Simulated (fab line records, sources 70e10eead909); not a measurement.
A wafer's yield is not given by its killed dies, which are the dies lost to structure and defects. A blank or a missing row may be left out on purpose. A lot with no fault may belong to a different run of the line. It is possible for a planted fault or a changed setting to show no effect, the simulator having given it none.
Matching of chambers | flow nand harc | NHARC_A_ZERO_WELL_DESCUM_12 on rie diel-04: 4 sister chambers
The step chemistry O2, time 3 s. 8 wafers are shown with their chamber, then 7 later ones without.

== EACH WAFER AND ITS CHAMBER ==
wafer  | chamber | drypump motor current A (A) | throttle valve pct (%)
L573.4 | 2       | 5.3                         | 11.310
L574.4 | 2       | 5.3                         | 11.315
L589.5 | 3       | 5.6                         | 11.302
L590.1 | 0       | 5.6                         | 11.307
L590.3 | 3       | 5.5                         | 11.309
L590.5 | 1       | 6.4                         | 11.324
L591.2 | 1       | 6.4                         | 11.316
L591.4 | 0       | 5.6                         | 11.319

== WAFERS WHOSE CHAMBER IS MISSING ==
wafer  | drypump motor current A (A) | throttle valve pct (%)
L591.6 | 6.4                         | 11.323
L592.3 | 6.4                         | 11.323
L592.5 | 5.5                         | 11.296
L592.6 | 5.3                         | 11.307
L594.1 | 6.4                         | 11.316
L594.3 | 5.6                         | 11.321
L594.5 | 5.6                         | 11.317

== EACH ONE'S CHAMBER ==
wafer  | from the rows above     | in truth
L591.6 | 1                       | 1
L592.3 | 1                       | 1
L592.5 | can't be placed: 3 or 0 | 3
L592.6 | 2                       | 2
L594.1 | 1                       | 1
L594.3 | can't be placed: 0 or 3 | 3
L594.5 | can't be placed: 0 or 3 | 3
Correctly placed: 4 of 7. Unplaceable from these rows: 3, with the true chamber sitting among the candidates in 3. Wrongly placed: 0.
How it was worked out, from the rows above alone: a wafer's distance from a chamber is the root of the sum, over the readings, of the square of ((its reading less the chamber's mean) divided by the reading's scatter). The wafer belongs to the nearest chamber; if the next one is less than 2 further off, it can't be placed. For every chamber, the mean is computed from those of its wafers that are shown. The scatter: the root of (the sum of the squares of (reading less its chamber's mean) over the shown wafers, divided by (wafers less chambers)).
